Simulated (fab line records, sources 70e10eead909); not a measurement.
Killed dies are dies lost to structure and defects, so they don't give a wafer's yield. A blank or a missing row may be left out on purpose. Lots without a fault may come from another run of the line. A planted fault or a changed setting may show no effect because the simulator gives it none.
Which tool did it? | flow nand_harc | 12 lots, 35 wafers sampled, at 6 steps of a route of 1302

WHAT THE GAUGES READ, wafer by wafer
NHARC_A_STAIRCASE_INSPECT_155. Usual: raw_defect_count 437, standard deviation 130.
lot  | measured     | on                | raw_defect_count | flag
L803 | day 19 15:56 | defect_inspect-02 | 361 471 614      |
L806 | day 20 00:55 | defect_inspect-02 | 367 341 502      |
L810 | day 21 15:56 | defect_inspect-01 | 573 805          |
L818 | day 25 02:47 | defect_inspect-02 | 300 335 291      |
L816 | day 25 02:50 | defect_inspect-01 | 489 553 604      |
L817 | day 25 03:57 | defect_inspect-02 | 335 325 285      |
L820 | day 26 10:20 | defect_inspect-02 | 328 413 452      |
L823 | day 27 05:29 | defect_inspect-01 | 383 587 688      |
L822 | day 27 06:26 | defect_inspect-01 | 386 338 377      |
L821 | day 27 06:32 | defect_inspect-02 | 274 299 457      |
L825 | day 28 10:11 | defect_inspect-01 | 462 512 398      |
L826 | day 28 23:08 | defect_inspect-01 | 299 342 403      |

NHARC_A_SGD_CUT_THK_MEAS_22: measures by ellipsometry. Usual: thk_nm 148.1 nm, standard deviation 1.5.
lot  | measured     | on            | thk_nm (nm)       | flag
L803 | day 19 23:14 | film_metro-02 | 145.9 147.0 147.0 |
L806 | day 20 09:31 | film_metro-01 | 74.6 149.8 75.5   | OFF
L810 | day 22 01:15 | film_metro-01 | 75.6 147.0        | OFF
L818 | day 25 09:49 | film_metro-02 | 147.1 148.7 149.3 |
L816 | day 25 09:49 | film_metro-01 | 148.6 146.3 150.2 |
L817 | day 25 09:50 | film_metro-02 | 148.6 151.0 147.6 |
L820 | day 26 17:37 | film_metro-01 | 149.6 148.6 149.8 |
L823 | day 27 12:34 | film_metro-01 | 148.9 146.6 147.0 |
L822 | day 27 12:34 | film_metro-01 | 148.2 149.1 152.3 |
L821 | day 27 12:34 | film_metro-02 | 149.7 148.3 148.7 |
L825 | day 28 20:06 | film_metro-02 | 145.8 150.2 149.2 |
L826 | day 29 06:37 | film_metro-02 | 148.5 148.0 149.0 |

WHICH TOOL RAN EACH LOT (tool, then ch and the chambers of the sampled wafers, then the start)
lot  | NHARC_A_STAIRCASE_DEP_471       | NHARC_A_SGD_CUT_ETCH_59                       | NHARC_A_SGD_CUT_DEP_20       | NHARC_A_SGD_CUT_CMP_21
L803 | pecvd-01 ch 0,1, day 19 15:19   | rie_diel-02 ch 1,2,3, day 19 18:05 or earlier | fcvd-01 ch 1, day 19 18:05   | cmp-04 ch 0,2,3, day 19 23:02
L806 | pecvd-03 ch 0,1,2, day 20 00:17 | rie_diel-02 ch 1,2,3, day 20 03:00 or earlier | fcvd-01 ch 0,1, day 20 03:00 | cmp-01 ch 1,2,3, day 20 09:15
L810 | pecvd-03 ch 2, day 21 15:20     | rie_diel-13 ch 1,2, day 21 18:28 or earlier   | fcvd-01 ch 0,1, day 21 18:28 | cmp-01 ch 0,3, day 22 01:00
L818 | pecvd-03 ch 0,2, day 25 02:11   | rie_diel-13 ch 0,3, day 25 04:52 or earlier   | fcvd-01 ch 0,1, day 25 04:52 | cmp-04 ch 1,2,3, day 25 09:38
L816 | pecvd-01 ch 0,1,2, day 25 02:11 | rie_diel-02 ch 0,1,2, day 25 05:02 or earlier | fcvd-02 ch 1, day 25 05:02   | cmp-01 ch 1,3, day 25 09:35
L817 | pecvd-04 ch 0,2, day 25 03:21   | rie_diel-07 ch 0,2,3, day 25 06:02 or earlier | fcvd-01 ch 0,1, day 25 06:02 | cmp-02 ch 0,1,3, day 25 09:35
L820 | pecvd-04 ch 0,2, day 26 09:47   | rie_diel-13 ch 0,2,3, day 26 12:44 or earlier | fcvd-02 ch 0,1, day 26 12:44 | cmp-04 ch 0,2, day 26 17:23
L823 | pecvd-04 ch 0,2, day 27 04:53   | rie_diel-02 ch 0,2, day 27 07:32 or earlier   | fcvd-01 ch 0,1, day 27 07:32 | cmp-02 ch 0,2,3, day 27 12:20
L822 | pecvd-04 ch 0,1,2, day 27 05:52 | rie_diel-13 ch 1,2,3, day 27 08:28 or earlier | fcvd-01 ch 0,1, day 27 08:28 | cmp-01 ch 1,2,3, day 27 12:23
L821 | pecvd-01 ch 1,2, day 27 05:57   | rie_diel-02 ch 0,1,3, day 27 08:45 or earlier | fcvd-01 ch 0,1, day 27 08:45 | cmp-04 ch 0,1,2, day 27 12:19
L825 | pecvd-01 ch 0,1,2, day 28 09:36 | rie_diel-07 ch 0,2,3, day 28 12:10 or earlier | fcvd-01 ch 0,1, day 28 12:10 | cmp-01 ch 0,3, day 28 19:50
L826 | pecvd-04 ch 0,1, day 28 22:33   | rie_diel-13 ch 0,1,3, day 29 01:21 or earlier | fcvd-01 ch 0,1, day 29 01:21 | cmp-02 ch 0,2,3, day 29 06:22
- NHARC_A_STAIRCASE_DEP_471: deposits SiO2, target thk 100 nm.
- NHARC_A_SGD_CUT_ETCH_59: etches the open film in N2/H2, target depth 260 nm, time 406.25 s.
- NHARC_A_SGD_CUT_DEP_20: deposits SiO2, target thk 150 nm.
- NHARC_A_SGD_CUT_CMP_21: polishes, target thk 148.19 nm.

WHAT THE TOOLS THEMSELVES READ (means of the sampled wafers that have a number; where no wafer has one, the mark that the record gives instead)
NHARC_A_STAIRCASE_DEP_471. Usual: heater_power_w 546 W, standard deviation 100; rf_fwd_power_W 895.8 W, standard deviation 2.9; throttle_valve_pct 15.8 %, standard deviation 0.45.
lot  | tool     | heater_power_w (W) | rf_fwd_power_W (W) | throttle_valve_pct (%) | flag
L803 | pecvd-01 | 532                | 896.0              | 16.2                   |
L806 | pecvd-03 | 411                | 898.0              | 16.0                   |
L810 | pecvd-03 | 402                | 896.8              | 16.2                   |
L818 | pecvd-03 | 377                | 898.0              | 16.2                   |
L816 | pecvd-01 | 568                | 895.4              | 16.2                   |
L817 | pecvd-04 | 701                | 896.4              | 15.6                   |
L820 | pecvd-04 | 629                | 900.8              | 15.8                   |
L823 | pecvd-04 | 675                | 896.9              | 15.6                   |
L822 | pecvd-04 | 659                | 894.4              | 15.6                   |
L821 | pecvd-01 | 504                | 894.9              | 16.3                   |
L825 | pecvd-01 | 591                | 894.3              | 15.9                   |
L826 | pecvd-04 | 543                | 891.4              | 15.3                   |

NHARC_A_SGD_CUT_ETCH_59. Usual: drypump_motor_current_A 5.6 A, standard deviation 0.41; oes_product_au 1.003 a.u., standard deviation 0.0096; rf_fwd_power_W 399.3 W, standard deviation 1.2; rf_vpp_V 430 V, standard deviation 3.2; showerhead_plenum_p_Torr 2.02 Torr, standard deviation 0.11; throttle_valve_pct 14.172 %, standard deviation 0.0085.
lot  | tool        | drypump_motor_current_A (A) | oes_product_au (a.u.) | rf_fwd_power_W (W) | rf_vpp_V (V) | showerhead_plenum_p_Torr (Torr) | throttle_valve_pct (%) | flag
L803 | rie_diel-02 | 5.6                         | 1.002                 | 399.1              | 434          | 2.17                            | 14.172                 |
L806 | rie_diel-02 | 5.6                         | 1.002                 | 399.3              | 434          | 2.17                            | 14.166                 |
L810 | rie_diel-13 | 5.2                         | 1.007                 | 401.3              | 427          | 1.92                            | 14.169                 |
L818 | rie_diel-13 | 6.0                         | 1.013                 | 400.5              | 428          | 1.92                            | 14.175                 |
L816 | rie_diel-02 | 5.3                         | 0.991                 | 399.4              | 433          | 2.14                            | 14.167                 |
L817 | rie_diel-07 | 5.9                         | 1.011                 | 398.4              | 430          | 1.99                            | 14.172                 |
L820 | rie_diel-13 | 5.6                         | 0.998                 | 400.1              | 428          | 1.93                            | 14.171                 |
L823 | rie_diel-02 | 5.3                         | 0.990                 | 398.0              | 433          | 2.15                            | 14.169                 |
L822 | rie_diel-13 | 5.5                         | 1.004                 | 398.9              | 427          | 1.91                            | 14.178                 |
L821 | rie_diel-02 | 5.4                         | 0.990                 | 399.1              | 433          | 2.16                            | 14.169                 |
L825 | rie_diel-07 | 5.9                         | 1.008                 | 399.0              | 429          | 1.99                            | 14.167                 |
L826 | rie_diel-13 | 5.7                         | 1.004                 | 398.9              | 428          | 1.93                            | 14.173                 |

NHARC_A_SGD_CUT_CMP_21. Usual: motor_current_A 12.6 A, standard deviation 0.86; time_to_endpoint_s 50.1 s, standard deviation 2.7.
lot  | tool   | motor_current_A (A) | time_to_endpoint_s (s) | flag
L803 | cmp-04 | 12.2                | 50.3                   |
L806 | cmp-01 | 13.0                | 38.0                   | OFF
L810 | cmp-01 | 12.9                | 37.1                   | OFF
L818 | cmp-04 | 13.0                | 49.4                   |
L816 | cmp-01 | 12.7                | 51.9                   |
L817 | cmp-02 | 12.3                | 51.4                   |
L820 | cmp-04 | 13.3                | 53.8                   |
L823 | cmp-02 | 12.8                | 47.6                   |
L822 | cmp-01 | 13.2                | 53.6                   |
L821 | cmp-04 | 13.3                | 54.3                   |
L825 | cmp-01 | 12.9                | 47.2                   |
L826 | cmp-02 | 12.6                | 51.5                   |

THE ANSWER, worked out from the rows above alone
Rule: a lot is off if the mean of its wafers that have a number lies more than 3 standard deviations from the usual mean. A lot without any number at a reading at which 4 lots or more have one is off too. The other lots that the step has rows for count as sound. The gauges are gone through in route order, then the tools' own readings, and for those a lot's mean is taken as printed above. The first step at which some lot is off is used, and at that step the reading that is off furthest; a lot without a number counts as furthest.
Off: L806, L810, at NHARC_A_SGD_CUT_THK_MEAS_22 (thk_nm).
A tool fits if, at a process step before that reading, it ran every lot that is off, and no sound lot after the first of them. The gauges at NHARC_A_SGD_CUT_THK_MEAS_22 aren't tried: what is off there is off at NHARC_A_SGD_CUT_CMP_21 too, on other tools, and a gauge's error can't cause that. NHARC_A_SGD_CUT_ETCH_59 gives no start for some lots, so the hours and the order of its lots are those of NHARC_A_SGD_CUT_DEP_20. None of those tried fits.

WHAT THE SIMULATOR HAD PUT IN
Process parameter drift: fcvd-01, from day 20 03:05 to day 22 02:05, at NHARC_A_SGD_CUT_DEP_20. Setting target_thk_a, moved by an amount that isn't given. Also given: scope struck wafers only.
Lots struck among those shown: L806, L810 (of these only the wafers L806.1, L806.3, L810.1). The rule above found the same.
